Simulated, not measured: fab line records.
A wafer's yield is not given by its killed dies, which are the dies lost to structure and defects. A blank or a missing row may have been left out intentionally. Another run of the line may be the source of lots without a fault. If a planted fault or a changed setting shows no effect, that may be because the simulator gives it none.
fab line records || flow n5Finfet
record {"lots": 7, "wafers": 39}
route steps=1938 shown FIN_CUT@173 DUMMY_GATE@246 SD_EPI_P@310 SD_ACTIVATION@331 HKMG_FIN@402 BEOL_M4@1111
startH: hours from the record's opening day to when the first of the lot's shown wafers began || waitH: hours since the lot's step before || " the same as in the row above || L1.1+2: a single row standing in for several wafers || - no value, or no start was given || * or withheld: withheld || < > ~ a bound
route shown NAME@n: a module of which the file shows steps, and the number in the route of the first || usual: mean and standard deviation over wafers with no fault || same: alike in all rows || chamber/n: place in a boat || sites: readings site by site || _std_site: the values' standard deviation || _edge_site: outer sites' mean less inner sites' || radiusMm: for every site, how far away it sits from the centre of the wafer || mask NAME#n: copy n || behind: the last tool/chamber to shape the wafer || hold: cause of the lot's hold/its duration in hours/its outcome || device: the transistor (n, p or np) that didn't switch || end of line: at the end of the route, the tests of the same wafers || step lacking rows: just its recipe || killed: count of dies lost to structure and defects at first sort (not the wafer's yield) || map: shows each die of a wafer: x if killed, . if not, _ if none is there
set.NAME: the setting that was run; set.NAME@STEP: the one run at that earlier step || model.NAME: the simulator's own value behind a step, which no gauge read
lots where settings were altered on purpose, with a table for each step and a row for each wafer
## steps
# step N5_FIN_CUT_CUT_ETCH_26
# recipe {"chemistry": "CH3F/O2", "target": "SiNx", "targetDepthA": 390, "maskMaterial": "SOC", "timeS": 55.7, "pressureMtorr": 30, "sourceW": 395, "biasW": 73, "Ar_flow_sccm": 150, "CH3F_flow_sccm": 30, "O2_flow_sccm": 20, "ionEnergyEv": 120}
# step N5_DUMMY_GATE_ETCH_32
# recipe {"chemistry": "CF4", "target": "SiO2", "targetDepthA": 35, "timeS": 3.9, "ionEnergyEv": 350, "pressureMtorr": 10, "icpW": 800, "biasW": 400, "cf4FlowSccm": 80}
# step N5_DUMMY_GATE_ETCH_42
# recipe {"chemistry": "CHF3/O2", "target": "SiO2", "targetDepthA": 35, "timeS": 31, "ionEnergyEv": 30, "biasW": 12, "pressureMtorr": 30, "sourceW": 600, "Ar_flow_sccm": 200, "CHF3_flow_sccm": 50, "O2_flow_sccm": 5}
# step N5_SD_EPI_P_ETCHBACK_46
# recipe {"chemistry": "CH3F/O2", "mode": "anisotropicEtchback", "target": "SiNx", "targetDepthA": 175, "stopOn": "SiO2", "overEtchFrac": 0.3, "ionEnergyEv": 120, "pressureMtorr": 30, "sourceW": 395, "biasW": 73, "Ar_flow_sccm": 150, "CH3F_flow_sccm": 30, "O2_flow_sccm": 20}
# step N5_SD_ACTIVATION_LSA_01
# recipe {"tempC": 1080, "timeS": 0.0008, "ambient": "N2"}
# step N5_HKMG_FIN_ETCH_54
# recipe {"chemistry": "CF4", "target": "SiARC", "targetDepthA": 455, "maskMaterial": "CAR-ArF", "timeS": 75.8, "ionEnergyEv": 80, "pressureMtorr": 40, "sourceW": 545, "biasW": 36, "Ar_flow_sccm": 100, "cf4FlowSccm": 100, "ends": "cleared"}
# step N5_BEOL_M4_RC_MEAS_101
# usual {"RC_DENSE_N": "19.1/0.34", "RC_N": "15.60/0.28", "RS_SD_N": "28.3/0.35"}
{"lot.wafer": "L080.1", "tool": "prober-02", "chamber": 0, "startH": 199.70, "waitH": 0.0, "set.sourceW@FIN_CUT_CUT_ETCH_26": 395, "set.timeS@DUMMY_GATE_ETCH_32": 4.697, "set.biasW@DUMMY_GATE_ETCH_42": 12, "set.targetDepthA@SD_EPI_P_ETCHBACK_46": 151.7, "set.tempC@SD_ACTIVATION_LSA_01": 1080, "set.biasW@HKMG_FIN_ETCH_54": 36, "RC_DENSE_N[ohm.um]": 19.3, "RC_N[ohm.um]": 15.83, "RS_SD_N[ohm/sq]": 29.1}
{"lot.wafer": "L080.2", "tool": "prober-02", "chamber": 0, "startH": 199.70, "waitH": 0.0, "set.sourceW@FIN_CUT_CUT_ETCH_26": 464.5, "set.timeS@DUMMY_GATE_ETCH_32": 4.697, "set.biasW@DUMMY_GATE_ETCH_42": 12, "set.targetDepthA@SD_EPI_P_ETCHBACK_46": 175, "set.tempC@SD_ACTIVATION_LSA_01": 1080, "set.biasW@HKMG_FIN_ETCH_54": 36, "RC_DENSE_N[ohm.um]": 19.0, "RC_N[ohm.um]": 15.48, "RS_SD_N[ohm/sq]": 28.1}
{"lot.wafer": "L080.3", "tool": "prober-02", "chamber": 0, "startH": 199.70, "waitH": 0.0, "set.sourceW@FIN_CUT_CUT_ETCH_26": 464.5, "set.timeS@DUMMY_GATE_ETCH_32": 3.9, "set.biasW@DUMMY_GATE_ETCH_42": 12, "set.targetDepthA@SD_EPI_P_ETCHBACK_46": 151.7, "set.tempC@SD_ACTIVATION_LSA_01": 1087, "set.biasW@HKMG_FIN_ETCH_54": 36, "RC_DENSE_N[ohm.um]": 18.2, "RC_N[ohm.um]": 14.79, "RS_SD_N[ohm/sq]": 27.7}
{"lot.wafer": "L080.4", "tool": "prober-02", "chamber": 0, "startH": 199.70, "waitH": 0.0, "set.sourceW@FIN_CUT_CUT_ETCH_26": 395, "set.timeS@DUMMY_GATE_ETCH_32": 3.9, "set.biasW@DUMMY_GATE_ETCH_42": 12, "set.targetDepthA@SD_EPI_P_ETCHBACK_46": 175, "set.tempC@SD_ACTIVATION_LSA_01": 1080, "set.biasW@HKMG_FIN_ETCH_54": 39.92, "RC_DENSE_N[ohm.um]": 19.1, "RC_N[ohm.um]": 15.44, "RS_SD_N[ohm/sq]": 28.9}
{"lot.wafer": "L080.5", "tool": "prober-02", "chamber": 0, "startH": 199.70, "waitH": 0.0, "set.sourceW@FIN_CUT_CUT_ETCH_26": 395, "set.timeS@DUMMY_GATE_ETCH_32": 4.697, "set.biasW@DUMMY_GATE_ETCH_42": 12, "set.targetDepthA@SD_EPI_P_ETCHBACK_46": 151.7, "set.tempC@SD_ACTIVATION_LSA_01": 1087, "set.biasW@HKMG_FIN_ETCH_54": 39.92, "RC_DENSE_N[ohm.um]": 18.2, "RC_N[ohm.um]": 14.82, "RS_SD_N[ohm/sq]": 28.1}
{"lot.wafer": "L080.6", "tool": "prober-02", "chamber": 0, "startH": 199.70, "waitH": 0.0, "set.sourceW@FIN_CUT_CUT_ETCH_26": 464.5, "set.timeS@DUMMY_GATE_ETCH_32": 3.9, "set.biasW@DUMMY_GATE_ETCH_42": 12, "set.targetDepthA@SD_EPI_P_ETCHBACK_46": 175, "set.tempC@SD_ACTIVATION_LSA_01": 1087, "set.biasW@HKMG_FIN_ETCH_54": 39.92, "RC_DENSE_N[ohm.um]": 18.5, "RC_N[ohm.um]": 14.86, "RS_SD_N[ohm/sq]": 27.5}
{"lot.wafer": "L083.1", "tool": "prober-02", "chamber": 0, "startH": 220.88, "waitH": 0.0, "set.sourceW@FIN_CUT_CUT_ETCH_26": 395, "set.timeS@DUMMY_GATE_ETCH_32": 3.9, "set.biasW@DUMMY_GATE_ETCH_42": 12, "set.targetDepthA@SD_EPI_P_ETCHBACK_46": 199.5, "set.tempC@SD_ACTIVATION_LSA_01": 1067, "set.biasW@HKMG_FIN_ETCH_54": 36, "RC_DENSE_N[ohm.um]": 20.6, "RC_N[ohm.um]": 16.57, "RS_SD_N[ohm/sq]": 29.9}
{"lot.wafer": "L083.2", "tool": "prober-02", "chamber": 0, "startH": 220.88, "waitH": 0.0, "set.sourceW@FIN_CUT_CUT_ETCH_26": 334.2, "set.timeS@DUMMY_GATE_ETCH_32": 4.696, "set.biasW@DUMMY_GATE_ETCH_42": 12, "set.targetDepthA@SD_EPI_P_ETCHBACK_46": 199.5, "set.tempC@SD_ACTIVATION_LSA_01": 1067, "set.biasW@HKMG_FIN_ETCH_54": 36, "RC_DENSE_N[ohm.um]": 20.3, "RC_N[ohm.um]": 16.63, "RS_SD_N[ohm/sq]": 29.3}
{"lot.wafer": "L083.3", "tool": "prober-02", "chamber": 0, "startH": 220.88, "waitH": 0.0, "set.sourceW@FIN_CUT_CUT_ETCH_26": 395, "set.timeS@DUMMY_GATE_ETCH_32": 4.696, "set.biasW@DUMMY_GATE_ETCH_42": 12, "set.targetDepthA@SD_EPI_P_ETCHBACK_46": 175, "set.tempC@SD_ACTIVATION_LSA_01": 1067, "set.biasW@HKMG_FIN_ETCH_54": 36, "RC_DENSE_N[ohm.um]": 19.7, "RC_N[ohm.um]": 16.11, "RS_SD_N[ohm/sq]": 29.8}
{"lot.wafer": "L083.4", "tool": "prober-02", "chamber": 0, "startH": 220.88, "waitH": 0.0, "set.sourceW@FIN_CUT_CUT_ETCH_26": 334.2, "set.timeS@DUMMY_GATE_ETCH_32": 4.696, "set.biasW@DUMMY_GATE_ETCH_42": 12, "set.targetDepthA@SD_EPI_P_ETCHBACK_46": 175, "set.tempC@SD_ACTIVATION_LSA_01": 1080, "set.biasW@HKMG_FIN_ETCH_54": 36, "RC_DENSE_N[ohm.um]": 18.6, "RC_N[ohm.um]": 15.32, "RS_SD_N[ohm/sq]": 28.2}
{"lot.wafer": "L083.5", "tool": "prober-02", "chamber": 0, "startH": 220.88, "waitH": 0.0, "set.sourceW@FIN_CUT_CUT_ETCH_26": 395, "set.timeS@DUMMY_GATE_ETCH_32": 3.9, "set.biasW@DUMMY_GATE_ETCH_42": 12, "set.targetDepthA@SD_EPI_P_ETCHBACK_46": 175, "set.tempC@SD_ACTIVATION_LSA_01": 1080, "set.biasW@HKMG_FIN_ETCH_54": 36, "RC_DENSE_N[ohm.um]": 19.1, "RC_N[ohm.um]": 15.71, "RS_SD_N[ohm/sq]": 28.1}
{"lot.wafer": "L083.6", "tool": "prober-02", "chamber": 0, "startH": 220.88, "waitH": 0.0, "set.sourceW@FIN_CUT_CUT_ETCH_26": 334.2, "set.timeS@DUMMY_GATE_ETCH_32": 3.9, "set.biasW@DUMMY_GATE_ETCH_42": 12, "set.targetDepthA@SD_EPI_P_ETCHBACK_46": 199.5, "set.tempC@SD_ACTIVATION_LSA_01": 1080, "set.biasW@HKMG_FIN_ETCH_54": 36, "RC_DENSE_N[ohm.um]": 19.3, "RC_N[ohm.um]": 15.72, "RS_SD_N[ohm/sq]": 28.7}
{"lot.wafer": "L085.1", "tool": "prober-01", "chamber": 0, "startH": 226.72, "waitH": 0.0, "set.sourceW@FIN_CUT_CUT_ETCH_26": 395, "set.timeS@DUMMY_GATE_ETCH_32": 3.9, "set.biasW@DUMMY_GATE_ETCH_42": 13.43, "set.targetDepthA@SD_EPI_P_ETCHBACK_46": 175, "set.tempC@SD_ACTIVATION_LSA_01": 1080, "set.biasW@HKMG_FIN_ETCH_54": 41.69, "RC_DENSE_N[ohm.um]": 19.4, "RC_N[ohm.um]": 15.89, "RS_SD_N[ohm/sq]": 28.3}
{"lot.wafer": "L085.2", "tool": "prober-01", "chamber": 0, "startH": 226.72, "waitH": 0.0, "set.sourceW@FIN_CUT_CUT_ETCH_26": 468.5, "set.timeS@DUMMY_GATE_ETCH_32": 4.501, "set.biasW@DUMMY_GATE_ETCH_42": 12, "set.targetDepthA@SD_EPI_P_ETCHBACK_46": 175, "set.tempC@SD_ACTIVATION_LSA_01": 1080, "set.biasW@HKMG_FIN_ETCH_54": 36, "RC_DENSE_N[ohm.um]": 19.1, "RC_N[ohm.um]": 15.55, "RS_SD_N[ohm/sq]": 28.1}
{"lot.wafer": "L085.3", "tool": "prober-01", "chamber": 0, "startH": 226.72, "waitH": 0.0, "set.sourceW@FIN_CUT_CUT_ETCH_26": 395, "set.timeS@DUMMY_GATE_ETCH_32": 3.9, "set.biasW@DUMMY_GATE_ETCH_42": 12, "set.targetDepthA@SD_EPI_P_ETCHBACK_46": 193.4, "set.tempC@SD_ACTIVATION_LSA_01": 1065, "set.biasW@HKMG_FIN_ETCH_54": 41.69, "RC_DENSE_N[ohm.um]": 20.1, "RC_N[ohm.um]": 16.32, "RS_SD_N[ohm/sq]": 30.0}
{"lot.wafer": "L085.4", "tool": "prober-01", "chamber": 0, "startH": 226.72, "waitH": 0.0, "set.sourceW@FIN_CUT_CUT_ETCH_26": 395, "set.timeS@DUMMY_GATE_ETCH_32": 4.501, "set.biasW@DUMMY_GATE_ETCH_42": 13.43, "set.targetDepthA@SD_EPI_P_ETCHBACK_46": 193.4, "set.tempC@SD_ACTIVATION_LSA_01": 1065, "set.biasW@HKMG_FIN_ETCH_54": 41.69, "RC_DENSE_N[ohm.um]": 21.0, "RC_N[ohm.um]": 17.00, "RS_SD_N[ohm/sq]": 30.0}
{"lot.wafer": "L085.5", "tool": "prober-01", "chamber": 0, "startH": 226.72, "waitH": 0.0, "set.sourceW@FIN_CUT_CUT_ETCH_26": 468.5, "set.timeS@DUMMY_GATE_ETCH_32": 4.501, "set.biasW@DUMMY_GATE_ETCH_42": 12, "set.targetDepthA@SD_EPI_P_ETCHBACK_46": 193.4, "set.tempC@SD_ACTIVATION_LSA_01": 1080, "set.biasW@HKMG_FIN_ETCH_54": 36, "RC_DENSE_N[ohm.um]": 19.1, "RC_N[ohm.um]": 15.38, "RS_SD_N[ohm/sq]": 28.1}
{"lot.wafer": "L085.6", "tool": "prober-01", "chamber": 0, "startH": 226.72, "waitH": 0.0, "set.sourceW@FIN_CUT_CUT_ETCH_26": 468.5, "set.timeS@DUMMY_GATE_ETCH_32": 3.9, "set.biasW@DUMMY_GATE_ETCH_42": 13.43, "set.targetDepthA@SD_EPI_P_ETCHBACK_46": 175, "set.tempC@SD_ACTIVATION_LSA_01": 1065, "set.biasW@HKMG_FIN_ETCH_54": 36, "RC_DENSE_N[ohm.um]": 20.8, "RC_N[ohm.um]": 16.80, "RS_SD_N[ohm/sq]": 30.0}
{"lot.wafer": "L090.2", "tool": "prober-01", "chamber": 0, "startH": 266.48, "waitH": 0.2, "set.sourceW@FIN_CUT_CUT_ETCH_26": 395, "set.timeS@DUMMY_GATE_ETCH_32": 3.9, "set.biasW@DUMMY_GATE_ETCH_42": 12, "set.targetDepthA@SD_EPI_P_ETCHBACK_46": 175, "set.tempC@SD_ACTIVATION_LSA_01": 1080, "set.biasW@HKMG_FIN_ETCH_54": 36, "RC_DENSE_N[ohm.um]": 18.9, "RC_N[ohm.um]": 15.35, "RS_SD_N[ohm/sq]": 28.0}
{"lot.wafer": "L090.3", "tool": "prober-01", "chamber": 0, "startH": 266.48, "waitH": 0.2, "set.sourceW@FIN_CUT_CUT_ETCH_26": 395, "set.timeS@DUMMY_GATE_ETCH_32": 3.9, "set.biasW@DUMMY_GATE_ETCH_42": 12, "set.targetDepthA@SD_EPI_P_ETCHBACK_46": 175, "set.tempC@SD_ACTIVATION_LSA_01": 1080, "set.biasW@HKMG_FIN_ETCH_54": 36, "RC_DENSE_N[ohm.um]": 19.0, "RC_N[ohm.um]": 15.34, "RS_SD_N[ohm/sq]": 27.7}
{"lot.wafer": "L090.4", "tool": "prober-01", "chamber": 0, "startH": 266.48, "waitH": 0.2, "set.sourceW@FIN_CUT_CUT_ETCH_26": 395, "set.timeS@DUMMY_GATE_ETCH_32": 3.9, "set.biasW@DUMMY_GATE_ETCH_42": 12, "set.targetDepthA@SD_EPI_P_ETCHBACK_46": 175, "set.tempC@SD_ACTIVATION_LSA_01": 1080, "set.biasW@HKMG_FIN_ETCH_54": 36, "RC_DENSE_N[ohm.um]": 19.1, "RC_N[ohm.um]": 15.63, "RS_SD_N[ohm/sq]": 28.3}
{"lot.wafer": "L092.1", "tool": "prober-01", "chamber": 0, "startH": 274.06, "waitH": 0.0, "set.sourceW@FIN_CUT_CUT_ETCH_26": 395, "set.timeS@DUMMY_GATE_ETCH_32": 3.9, "set.biasW@DUMMY_GATE_ETCH_42": 12, "set.targetDepthA@SD_EPI_P_ETCHBACK_46": 175, "set.tempC@SD_ACTIVATION_LSA_01": 1080, "set.biasW@HKMG_FIN_ETCH_54": 36, "RC_DENSE_N[ohm.um]": 18.5, "RC_N[ohm.um]": 15.12, "RS_SD_N[ohm/sq]": 28.0}
{"lot.wafer": "L092.2", "tool": "prober-01", "chamber": 0, "startH": 274.06, "waitH": 0.0, "set.sourceW@FIN_CUT_CUT_ETCH_26": 395, "set.timeS@DUMMY_GATE_ETCH_32": 3.9, "set.biasW@DUMMY_GATE_ETCH_42": 13.44, "set.targetDepthA@SD_EPI_P_ETCHBACK_46": 163.8, "set.tempC@SD_ACTIVATION_LSA_01": 1080, "set.biasW@HKMG_FIN_ETCH_54": 36, "RC_DENSE_N[ohm.um]": 19.0, "RC_N[ohm.um]": 15.44, "RS_SD_N[ohm/sq]": 28.1}
{"lot.wafer": "L092.3", "tool": "prober-01", "chamber": 0, "startH": 274.06, "waitH": 0.0, "set.sourceW@FIN_CUT_CUT_ETCH_26": 395, "set.timeS@DUMMY_GATE_ETCH_32": 3.9, "set.biasW@DUMMY_GATE_ETCH_42": 12, "set.targetDepthA@SD_EPI_P_ETCHBACK_46": 163.8, "set.tempC@SD_ACTIVATION_LSA_01": 1080, "set.biasW@HKMG_FIN_ETCH_54": 36, "RC_DENSE_N[ohm.um]": 18.9, "RC_N[ohm.um]": 15.42, "RS_SD_N[ohm/sq]": 27.7}
{"lot.wafer": "L092.4", "tool": "prober-01", "chamber": 0, "startH": 274.06, "waitH": 0.0, "set.sourceW@FIN_CUT_CUT_ETCH_26": 395, "set.timeS@DUMMY_GATE_ETCH_32": 3.9, "set.biasW@DUMMY_GATE_ETCH_42": 13.44, "set.targetDepthA@SD_EPI_P_ETCHBACK_46": 175, "set.tempC@SD_ACTIVATION_LSA_01": 1080, "set.biasW@HKMG_FIN_ETCH_54": 36, "RC_DENSE_N[ohm.um]": 18.6, "RC_N[ohm.um]": 15.28, "RS_SD_N[ohm/sq]": 27.8}
{"lot.wafer": "L092.5", "tool": "prober-01", "chamber": 0, "startH": 274.06, "waitH": 0.0, "set.sourceW@FIN_CUT_CUT_ETCH_26": 395, "set.timeS@DUMMY_GATE_ETCH_32": 3.9, "set.biasW@DUMMY_GATE_ETCH_42": 12, "set.targetDepthA@SD_EPI_P_ETCHBACK_46": 175, "set.tempC@SD_ACTIVATION_LSA_01": 1080, "set.biasW@HKMG_FIN_ETCH_54": 36, "RC_DENSE_N[ohm.um]": 18.8, "RC_N[ohm.um]": 15.28, "RS_SD_N[ohm/sq]": 28.3}
{"lot.wafer": "L092.6", "tool": "prober-01", "chamber": 0, "startH": 274.06, "waitH": 0.0, "set.sourceW@FIN_CUT_CUT_ETCH_26": 395, "set.timeS@DUMMY_GATE_ETCH_32": 3.9, "set.biasW@DUMMY_GATE_ETCH_42": 13.44, "set.targetDepthA@SD_EPI_P_ETCHBACK_46": 163.8, "set.tempC@SD_ACTIVATION_LSA_01": 1080, "set.biasW@HKMG_FIN_ETCH_54": 36, "RC_DENSE_N[ohm.um]": 18.8, "RC_N[ohm.um]": 15.40, "RS_SD_N[ohm/sq]": 28.0}
{"lot.wafer": "L093.1", "tool": "prober-01", "chamber": 0, "startH": 276.70, "waitH": 0.0, "set.sourceW@FIN_CUT_CUT_ETCH_26": 424.5, "set.timeS@DUMMY_GATE_ETCH_32": 3.9, "set.biasW@DUMMY_GATE_ETCH_42": 12, "set.targetDepthA@SD_EPI_P_ETCHBACK_46": 175, "set.tempC@SD_ACTIVATION_LSA_01": 1080, "set.biasW@HKMG_FIN_ETCH_54": 36, "RC_DENSE_N[ohm.um]": 19.6, "RC_N[ohm.um]": 15.78, "RS_SD_N[ohm/sq]": 28.0}
{"lot.wafer": "L093.2", "tool": "prober-01", "chamber": 0, "startH": 276.70, "waitH": 0.0, "set.sourceW@FIN_CUT_CUT_ETCH_26": 395, "set.timeS@DUMMY_GATE_ETCH_32": 3.295, "set.biasW@DUMMY_GATE_ETCH_42": 12, "set.targetDepthA@SD_EPI_P_ETCHBACK_46": 175, "set.tempC@SD_ACTIVATION_LSA_01": 1080, "set.biasW@HKMG_FIN_ETCH_54": 40.54, "RC_DENSE_N[ohm.um]": 19.0, "RC_N[ohm.um]": 15.62, "RS_SD_N[ohm/sq]": 28.3}
{"lot.wafer": "L093.3", "tool": "prober-01", "chamber": 0, "startH": 276.70, "waitH": 0.0, "set.sourceW@FIN_CUT_CUT_ETCH_26": 424.5, "set.timeS@DUMMY_GATE_ETCH_32": 3.295, "set.biasW@DUMMY_GATE_ETCH_42": 12, "set.targetDepthA@SD_EPI_P_ETCHBACK_46": 175, "set.tempC@SD_ACTIVATION_LSA_01": 1091, "set.biasW@HKMG_FIN_ETCH_54": 40.54, "RC_DENSE_N[ohm.um]": 17.9, "RC_N[ohm.um]": 14.71, "RS_SD_N[ohm/sq]": 26.8}
{"lot.wafer": "L093.4", "tool": "prober-01", "chamber": 0, "startH": 276.70, "waitH": 0.0, "set.sourceW@FIN_CUT_CUT_ETCH_26": 395, "set.timeS@DUMMY_GATE_ETCH_32": 3.295, "set.biasW@DUMMY_GATE_ETCH_42": 12, "set.targetDepthA@SD_EPI_P_ETCHBACK_46": 155.6, "set.tempC@SD_ACTIVATION_LSA_01": 1080, "set.biasW@HKMG_FIN_ETCH_54": 36, "RC_DENSE_N[ohm.um]": 18.5, "RC_N[ohm.um]": 15.19, "RS_SD_N[ohm/sq]": 27.8}
{"lot.wafer": "L093.5", "tool": "prober-01", "chamber": 0, "startH": 276.70, "waitH": 0.0, "set.sourceW@FIN_CUT_CUT_ETCH_26": 395, "set.timeS@DUMMY_GATE_ETCH_32": 3.9, "set.biasW@DUMMY_GATE_ETCH_42": 12, "set.targetDepthA@SD_EPI_P_ETCHBACK_46": 155.6, "set.tempC@SD_ACTIVATION_LSA_01": 1091, "set.biasW@HKMG_FIN_ETCH_54": 36, "RC_DENSE_N[ohm.um]": 18.4, "RC_N[ohm.um]": 14.91, "RS_SD_N[ohm/sq]": 26.6}
{"lot.wafer": "L093.6", "tool": "prober-01", "chamber": 0, "startH": 276.70, "waitH": 0.0, "set.sourceW@FIN_CUT_CUT_ETCH_26": 424.5, "set.timeS@DUMMY_GATE_ETCH_32": 3.9, "set.biasW@DUMMY_GATE_ETCH_42": 12, "set.targetDepthA@SD_EPI_P_ETCHBACK_46": 155.6, "set.tempC@SD_ACTIVATION_LSA_01": 1091, "set.biasW@HKMG_FIN_ETCH_54": 40.54, "RC_DENSE_N[ohm.um]": 18.1, "RC_N[ohm.um]": 14.71, "RS_SD_N[ohm/sq]": 26.6}
{"lot.wafer": "L095.1", "tool": "prober-02", "chamber": 0, "startH": 300.63, "waitH": 0.0, "set.sourceW@FIN_CUT_CUT_ETCH_26": 395, "set.timeS@DUMMY_GATE_ETCH_32": 3.647, "set.biasW@DUMMY_GATE_ETCH_42": 12, "set.targetDepthA@SD_EPI_P_ETCHBACK_46": 154.7, "set.tempC@SD_ACTIVATION_LSA_01": 1080, "set.biasW@HKMG_FIN_ETCH_54": 42.11, "RC_DENSE_N[ohm.um]": 19.7, "RC_N[ohm.um]": 16.05, "RS_SD_N[ohm/sq]": 28.3}
{"lot.wafer": "L095.2", "tool": "prober-02", "chamber": 0, "startH": 300.63, "waitH": 0.0, "set.sourceW@FIN_CUT_CUT_ETCH_26": 370.5, "set.timeS@DUMMY_GATE_ETCH_32": 3.9, "set.biasW@DUMMY_GATE_ETCH_42": 12, "set.targetDepthA@SD_EPI_P_ETCHBACK_46": 175, "set.tempC@SD_ACTIVATION_LSA_01": 1080, "set.biasW@HKMG_FIN_ETCH_54": 36, "RC_DENSE_N[ohm.um]": 19.4, "RC_N[ohm.um]": 15.88, "RS_SD_N[ohm/sq]": 28.6}
{"lot.wafer": "L095.3", "tool": "prober-02", "chamber": 0, "startH": 300.63, "waitH": 0.0, "set.sourceW@FIN_CUT_CUT_ETCH_26": 395, "set.timeS@DUMMY_GATE_ETCH_32": 3.647, "set.biasW@DUMMY_GATE_ETCH_42": 12, "set.targetDepthA@SD_EPI_P_ETCHBACK_46": 175, "set.tempC@SD_ACTIVATION_LSA_01": 1085, "set.biasW@HKMG_FIN_ETCH_54": 36, "RC_DENSE_N[ohm.um]": 18.4, "RC_N[ohm.um]": 15.00, "RS_SD_N[ohm/sq]": 27.2}
{"lot.wafer": "L095.4", "tool": "prober-02", "chamber": 0, "startH": 300.63, "waitH": 0.0, "set.sourceW@FIN_CUT_CUT_ETCH_26": 370.5, "set.timeS@DUMMY_GATE_ETCH_32": 3.647, "set.biasW@DUMMY_GATE_ETCH_42": 12, "set.targetDepthA@SD_EPI_P_ETCHBACK_46": 154.7, "set.tempC@SD_ACTIVATION_LSA_01": 1085, "set.biasW@HKMG_FIN_ETCH_54": 42.11, "RC_DENSE_N[ohm.um]": 19.3, "RC_N[ohm.um]": 15.75, "RS_SD_N[ohm/sq]": 27.4}
{"lot.wafer": "L095.5", "tool": "prober-02", "chamber": 0, "startH": 300.63, "waitH": 0.0, "set.sourceW@FIN_CUT_CUT_ETCH_26": 395, "set.timeS@DUMMY_GATE_ETCH_32": 3.9, "set.biasW@DUMMY_GATE_ETCH_42": 12, "set.targetDepthA@SD_EPI_P_ETCHBACK_46": 175, "set.tempC@SD_ACTIVATION_LSA_01": 1085, "set.biasW@HKMG_FIN_ETCH_54": 42.11, "RC_DENSE_N[ohm.um]": 19.2, "RC_N[ohm.um]": 15.66, "RS_SD_N[ohm/sq]": 28.1}
{"lot.wafer": "L095.6", "tool": "prober-02", "chamber": 0, "startH": 300.63, "waitH": 0.0, "set.sourceW@FIN_CUT_CUT_ETCH_26": 370.5, "set.timeS@DUMMY_GATE_ETCH_32": 3.9, "set.biasW@DUMMY_GATE_ETCH_42": 12, "set.targetDepthA@SD_EPI_P_ETCHBACK_46": 154.7, "set.tempC@SD_ACTIVATION_LSA_01": 1080, "set.biasW@HKMG_FIN_ETCH_54": 36, "RC_DENSE_N[ohm.um]": 19.7, "RC_N[ohm.um]": 16.12, "RS_SD_N[ohm/sq]": 28.1}
## key
split {"step": "N5_FIN_CUT_CUT_ETCH_26", "setting": "sourceW", "statedAs": 395}
response none clear
split {"step": "N5_DUMMY_GATE_ETCH_32", "setting": "timeS", "statedAs": 3.9}
response none clear
split {"step": "N5_DUMMY_GATE_ETCH_42", "setting": "biasW", "statedAs": 12}
response none clear
split {"step": "N5_SD_EPI_P_ETCHBACK_46", "setting": "targetDepthA", "statedAs": 175}
response none clear
split {"step": "N5_SD_ACTIVATION_LSA_01", "setting": "tempC", "statedAs": 1080}
response {"step": "N5_BEOL_M4_RC_MEAS_101", "reading": "RS_SD_N", "slope": -1.27, "per": "1%", "togetherWith": "all", "explained": 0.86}
response {"step": "N5_BEOL_M4_RC_MEAS_101", "reading": "RC_N", "slope": -0.779, "per": "1%", "togetherWith": "all", "explained": 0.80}
response {"step": "N5_BEOL_M4_RC_MEAS_101", "reading": "RC_DENSE_N", "slope": -0.983, "per": "1%", "togetherWith": "all", "explained": 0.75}
split {"step": "N5_HKMG_FIN_ETCH_54", "setting": "biasW", "statedAs": 36}
response none clear
